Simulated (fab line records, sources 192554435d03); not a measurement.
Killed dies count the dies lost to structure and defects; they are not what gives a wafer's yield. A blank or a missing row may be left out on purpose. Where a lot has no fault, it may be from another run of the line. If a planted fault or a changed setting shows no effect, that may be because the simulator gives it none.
Split-lot experiment || flow n5-finfet || 39 wafers read from 7 lots, route of 1938 steps

## THE SPLIT
At N5_BEOL_M11_ETCH_62 (etches SOC in N2/H2, target depth 110 nm, overetch 22 nm, time 165 s), the setting time-s was moved away from the recipe's 165 s on 15 of the 39 wafers read, by -55.1% to -21.7%. The other wafers ran this setting at the recipe's value.

## FROM THE SPLIT TO THE READING: what the file shows between them, 6 steps
- N5_BEOL_M11_STRIP_68: strips in N2/H2
- N5_BEOL_M11_STRIP_67: strips in CF4
- N5_BEOL_M11_HM_OPEN_17: chemistry Cl2/BCl3, target TiN, target depth 20 nm, overetch 6 nm
- N5_BEOL_M11_STRIP_19: strips in O2
- N5_BEOL_M11_ETCH_66: etches SOC in N2/H2, target depth 120 nm, overetch 24 nm, time 180 s
- N5_BEOL_M11_STRIP_69: strips in N2/H2

## THE READING
oes-product-au, in a.u., at N5_BEOL_M11_VIA_ETCH_34 (etches SiCOH lowk in C4F6/O2, target depth 184.5 nm, time 69.2 s). Typical for fault-free wafers on this fab line: 0.78 a.u., with standard deviation 0.071 a.u.

{"wafer": "L077.1", "tool, chamber at the split": "rie-diel-02, 2", "time-s as run, s": 165, "against the recipe": "recipe", "oes-product-au, a.u.": 0.68, "against lot-mates on the recipe": "-"}
{"wafer": "L077.2", "tool, chamber at the split": "rie-diel-02, 1", "time-s as run, s": 122.9, "against the recipe": "-25.5%", "oes-product-au, a.u.": 0.58, "against lot-mates on the recipe": -0.20}
{"wafer": "L077.3", "tool, chamber at the split": "rie-diel-02, 0", "time-s as run, s": 165, "against the recipe": "recipe", "oes-product-au, a.u.": 0.87, "against lot-mates on the recipe": "-"}
{"wafer": "L077.4", "tool, chamber at the split": "rie-diel-02, 3", "time-s as run, s": 122.9, "against the recipe": "-25.5%", "oes-product-au, a.u.": 0.36, "against lot-mates on the recipe": -0.42}
{"wafer": "L077.5", "tool, chamber at the split": "rie-diel-02, 0", "time-s as run, s": 122.9, "against the recipe": "-25.5%", "oes-product-au, a.u.": 0.81, "against lot-mates on the recipe": "+0.03"}
{"wafer": "L077.6", "tool, chamber at the split": "rie-diel-02, 3", "time-s as run, s": 165, "against the recipe": "recipe", "oes-product-au, a.u.": 0.78, "against lot-mates on the recipe": "-"}
{"wafer": "L085.1", "tool, chamber at the split": "rie-diel-02, 1", "time-s as run, s": 165, "against the recipe": "recipe", "oes-product-au, a.u.": 0.71, "against lot-mates on the recipe": "-"}
{"wafer": "L085.2", "tool, chamber at the split": "rie-diel-02, 2", "time-s as run, s": 165, "against the recipe": "recipe", "oes-product-au, a.u.": 0.78, "against lot-mates on the recipe": "-"}
{"wafer": "L085.3", "tool, chamber at the split": "rie-diel-02, 0", "time-s as run, s": 74.12, "against the recipe": "-55.1%", "oes-product-au, a.u.": 0.29, "against lot-mates on the recipe": -0.46}
{"wafer": "L085.4", "tool, chamber at the split": "rie-diel-02, 3", "time-s as run, s": 74.12, "against the recipe": "-55.1%", "oes-product-au, a.u.": 0.27, "against lot-mates on the recipe": -0.48}
{"wafer": "L085.5", "tool, chamber at the split": "rie-diel-02, 2", "time-s as run, s": 74.12, "against the recipe": "-55.1%", "oes-product-au, a.u.": 0.29, "against lot-mates on the recipe": -0.46}
{"wafer": "L085.6", "tool, chamber at the split": "rie-diel-02, 3", "time-s as run, s": 165, "against the recipe": "recipe", "oes-product-au, a.u.": 0.77, "against lot-mates on the recipe": "-"}
{"wafer": "L084.1", "tool, chamber at the split": "rie-diel-02, 0", "time-s as run, s": 165, "against the recipe": "recipe", "oes-product-au, a.u.": 0.80, "against lot-mates on the recipe": "-"}
{"wafer": "L084.2", "tool, chamber at the split": "rie-diel-02, 3", "time-s as run, s": 87.79, "against the recipe": "-46.8%", "oes-product-au, a.u.": 0.36, "against lot-mates on the recipe": -0.45}
{"wafer": "L084.3", "tool, chamber at the split": "rie-diel-02, 2", "time-s as run, s": 165, "against the recipe": "recipe", "oes-product-au, a.u.": 0.77, "against lot-mates on the recipe": "-"}
{"wafer": "L084.4", "tool, chamber at the split": "rie-diel-02, 1", "time-s as run, s": 87.79, "against the recipe": "-46.8%", "oes-product-au, a.u.": 0.32, "against lot-mates on the recipe": -0.49}
{"wafer": "L084.5", "tool, chamber at the split": "rie-diel-02, 3", "time-s as run, s": 165, "against the recipe": "recipe", "oes-product-au, a.u.": 0.86, "against lot-mates on the recipe": "-"}
{"wafer": "L084.6", "tool, chamber at the split": "rie-diel-02, 0", "time-s as run, s": 87.79, "against the recipe": "-46.8%", "oes-product-au, a.u.": 0.30, "against lot-mates on the recipe": -0.51}
{"wafer": "L088.1", "tool, chamber at the split": "rie-diel-05, 1", "time-s as run, s": 93.08, "against the recipe": "-43.6%", "oes-product-au, a.u.": 0.35, "against lot-mates on the recipe": -0.48}
{"wafer": "L088.2", "tool, chamber at the split": "rie-diel-05, 3", "time-s as run, s": 165, "against the recipe": "recipe", "oes-product-au, a.u.": 0.78, "against lot-mates on the recipe": "-"}
{"wafer": "L088.3", "tool, chamber at the split": "rie-diel-05, 2", "time-s as run, s": 165, "against the recipe": "recipe", "oes-product-au, a.u.": 0.85, "against lot-mates on the recipe": "-"}
{"wafer": "L088.4", "tool, chamber at the split": "rie-diel-05, 0", "time-s as run, s": 93.08, "against the recipe": "-43.6%", "oes-product-au, a.u.": 0.29, "against lot-mates on the recipe": -0.54}
{"wafer": "L088.5", "tool, chamber at the split": "rie-diel-05, 3", "time-s as run, s": 165, "against the recipe": "recipe", "oes-product-au, a.u.": 0.85, "against lot-mates on the recipe": "-"}
{"wafer": "L088.6", "tool, chamber at the split": "rie-diel-05, 0", "time-s as run, s": 93.08, "against the recipe": "-43.6%", "oes-product-au, a.u.": 0.30, "against lot-mates on the recipe": -0.53}
{"wafer": "L092.1", "tool, chamber at the split": "rie-diel-02, 2", "time-s as run, s": 165, "against the recipe": "recipe", "oes-product-au, a.u.": 0.79, "against lot-mates on the recipe": "-"}
{"wafer": "L092.2", "tool, chamber at the split": "rie-diel-02, 1", "time-s as run, s": 165, "against the recipe": "recipe", "oes-product-au, a.u.": 0.85, "against lot-mates on the recipe": "-"}
{"wafer": "L092.3", "tool, chamber at the split": "rie-diel-02, 3", "time-s as run, s": 129.2, "against the recipe": "-21.7%", "oes-product-au, a.u.": 0.86, "against lot-mates on the recipe": "+0.03"}
{"wafer": "L092.4", "tool, chamber at the split": "rie-diel-02, 0", "time-s as run, s": 129.2, "against the recipe": "-21.7%", "oes-product-au, a.u.": 0.91, "against lot-mates on the recipe": "+0.08"}
{"wafer": "L092.5", "tool, chamber at the split": "rie-diel-02, 1", "time-s as run, s": 165, "against the recipe": "recipe", "oes-product-au, a.u.": 0.85, "against lot-mates on the recipe": "-"}
{"wafer": "L092.6", "tool, chamber at the split": "rie-diel-02, 0", "time-s as run, s": 129.2, "against the recipe": "-21.7%", "oes-product-au, a.u.": 0.78, "against lot-mates on the recipe": -0.05}
{"wafer": "L091.1", "tool, chamber at the split": "rie-diel-05, 3", "time-s as run, s": 165, "against the recipe": "recipe", "oes-product-au, a.u.": 0.67, "against lot-mates on the recipe": "-"}
{"wafer": "L091.5", "tool, chamber at the split": "rie-diel-05, 2", "time-s as run, s": 165, "against the recipe": "recipe", "oes-product-au, a.u.": 0.71, "against lot-mates on the recipe": "-"}
{"wafer": "L091.6", "tool, chamber at the split": "rie-diel-05, 1", "time-s as run, s": 165, "against the recipe": "recipe", "oes-product-au, a.u.": 0.67, "against lot-mates on the recipe": "-"}
{"wafer": "L093.1", "tool, chamber at the split": "rie-diel-03, 1", "time-s as run, s": 165, "against the recipe": "recipe", "oes-product-au, a.u.": 0.91, "against lot-mates on the recipe": "-"}
{"wafer": "L093.2", "tool, chamber at the split": "rie-diel-03, 0", "time-s as run, s": 165, "against the recipe": "recipe", "oes-product-au, a.u.": 0.77, "against lot-mates on the recipe": "-"}
{"wafer": "L093.3", "tool, chamber at the split": "rie-diel-03, 2", "time-s as run, s": 165, "against the recipe": "recipe", "oes-product-au, a.u.": 0.70, "against lot-mates on the recipe": "-"}
{"wafer": "L093.4", "tool, chamber at the split": "rie-diel-03, 3", "time-s as run, s": 165, "against the recipe": "recipe", "oes-product-au, a.u.": 0.68, "against lot-mates on the recipe": "-"}
{"wafer": "L093.5", "tool, chamber at the split": "rie-diel-03, 2", "time-s as run, s": 165, "against the recipe": "recipe", "oes-product-au, a.u.": 0.77, "against lot-mates on the recipe": "-"}
{"wafer": "L093.6", "tool, chamber at the split": "rie-diel-03, 3", "time-s as run, s": 165, "against the recipe": "recipe", "oes-product-au, a.u.": 0.91, "against lot-mates on the recipe": "-"}

THE FIT
A straight line over all 39 wafers: oes-product-au changes by +0.00925 a.u. for each +1% of time-s; r = +0.86; the points scatter about the line by 0.11 a.u.
The same after taking each lot's own level away (the mean of its wafers on the recipe; 39 wafers): +0.00948 a.u. for each +1%; r = +0.89; scatter 0.1 a.u.
On that fit, the largest move of time-s shifts the reading by 0.52 a.u.
The lots' own levels span 0.683 to 0.830 a.u., that is 2.1 times the standard deviation above.
The two slopes are in agreement: the lot-to-lot level therefore moves the slope only a little.
Check: with one of the wafers moved furthest among these (-55.1%) left out of the fit, the line predicts -0.514 a.u. for it against its lot-mates. Against them it came out at -0.463 a.u.

## THE WHOLE CHAIN: every reading that the file lists as answering this split, in the file's order
{"step": "N5_BEOL_M11_ETCH_62", "what it does": "etches SOC in N2/H2, target depth 110 nm, overetch 22 nm, time 165 s", "reading": "etch.depth-nm (the simulator's own value, which no gauge read)", "change (the file's fit)": "+0.577 nm for each +1% of the setting", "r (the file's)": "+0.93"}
{"step": "N5_BEOL_M11_ETCH_62", "what it does": "etches SOC in N2/H2, target depth 110 nm, overetch 22 nm, time 165 s", "reading": "SiARC_of_BEOL_M11_COAT_60.thk-nm (the simulator's own value, which no gauge read)", "change (the file's fit)": "-0.0623 nm for each +1% of the setting", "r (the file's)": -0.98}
{"step": "N5_BEOL_M11_HM_OPEN_17", "what it does": "chemistry Cl2/BCl3, target TiN, target depth 20 nm, overetch 6 nm", "reading": "oes-product-au", "change (the file's fit)": "+0.00714 a.u. for each +1% of the setting", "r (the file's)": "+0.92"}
{"step": "N5_BEOL_M11_VIA_ETCH_34", "what it does": "etches SiCOH lowk in C4F6/O2, target depth 184.5 nm, time 69.2 s", "reading": "oes-product-au", "change (the file's fit)": "+0.0092 a.u. for each +1% of the setting", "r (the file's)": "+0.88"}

## THE FILE'S OWN FIT
oes-product-au changes by +0.0092 a.u. for each +1% of time-s, r = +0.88.
